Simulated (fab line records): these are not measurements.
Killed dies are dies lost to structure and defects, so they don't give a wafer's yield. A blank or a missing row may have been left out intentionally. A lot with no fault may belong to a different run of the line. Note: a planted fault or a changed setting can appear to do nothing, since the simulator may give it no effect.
Matching of chambers + flow nand harc + 4 sister chambers for NHARC_A_CONTACT_DESCUM_13 on rie diel-09
The step chemistry O2, time 3 s. 16 wafers are shown with their chamber, then 8 later ones without.

WAFERS PAIRED WITH THEIR CHAMBERS
| wafer  | chamber | showerhead plenum p Torr (Torr) | drypump motor current A (A) | oes product au (a.u.) |
|--------|---------|---------------------------------|-----------------------------|-----------------------|
| L074.1 | 1       | 1.88                            | 6.1                         | 1.023                 |
| L074.4 | 0       | 2.04                            | 5.7                         | 0.974                 |
| L074.6 | 0       | 2.04                            | 5.7                         | 0.967                 |
| L076.2 | 2       | 2.07                            | 5.1                         | 0.986                 |
| L076.5 | 1       | 1.88                            | 6.1                         | 1.015                 |
| L076.6 | 2       | 2.07                            | 5.0                         | 0.994                 |
| L081.2 | 3       | 1.87                            | 5.2                         | 0.993                 |
| L081.3 | 1       | 1.88                            | 6.1                         | 1.009                 |
| L081.4 | 0       | 2.03                            | 5.7                         | 0.996                 |
| L082.3 | 1       | 1.88                            | 6.1                         | 1.015                 |
| L082.5 | 3       | 1.86                            | 5.2                         | 0.982                 |
| L082.6 | 2       | 2.07                            | 5.1                         | 0.999                 |
| L083.1 | 1       | 1.88                            | 6.1                         | 1.020                 |
| L083.2 | 2       | 2.07                            | 5.1                         | 1.006                 |
| L083.4 | 1       | 1.88                            | 6.1                         | 1.011                 |
| L086.1 | 3       | 1.86                            | 5.2                         | 0.992                 |

SIGNATURES (averages over the wafers above)
| reading                  | chamber 0 | chamber 1 | chamber 2 | chamber 3 | scatter within a chamber |
|--------------------------|-----------|-----------|-----------|-----------|--------------------------|
| showerhead plenum p Torr | 2.0367    | 1.8800    | 2.0700    | 1.8633    | 0.00333                  |
| drypump motor current A  | 5.700     | 6.100     | 5.075     | 5.200     | 0.025                    |
| oes product au           | 0.97900   | 1.01550   | 0.99625   | 0.98900   | 0.00858                  |
Rule: a wafer lies at a distance from a chamber equal to the root of the sum of squares, over the readings, of (its reading less the chamber's mean, divided by the reading's scatter). The wafer belongs to the nearest chamber; if the next one is less than 2 further off, it can't be placed. The scatter is the square root of a quotient: the sum, over the shown wafers, of each reading's squared deviation from its chamber's mean, divided by wafers minus chambers.

WAFERS WITHOUT THEIR CHAMBER
| wafer  | showerhead plenum p Torr (Torr) | drypump motor current A (A) | oes product au (a.u.) |
|--------|---------------------------------|-----------------------------|-----------------------|
| L086.2 | 2.03                            | 5.7                         | 0.979                 |
| L086.6 | 2.03                            | 5.7                         | 0.986                 |
| L095.1 | 1.86                            | 6.1                         | 0.993                 |
| L095.2 | 2.02                            | 5.7                         | 0.994                 |
| L095.5 | 2.06                            | 5.1                         | 0.984                 |
| L096.3 | 2.05                            | 5.0                         | 0.985                 |
| L096.5 | 1.86                            | 6.1                         | 0.995                 |
| L096.6 | 2.05                            | 5.1                         | 0.981                 |

EACH ONE'S CHAMBER
| wafer  | from the rows above | in truth |
|--------|---------------------|----------|
| L086.2 | 0                   | 0        |
| L086.6 | 0                   | 0        |
| L095.1 | 1                   | 1        |
| L095.2 | 0                   | 0        |
| L095.5 | 2                   | 2        |
| L096.3 | 2                   | 2        |
| L096.5 | 1                   | 1        |
| L096.6 | 2                   | 2        |
8 of 8 placed correctly. Number that these rows cannot place: 0. Number placed wrongly: 0.
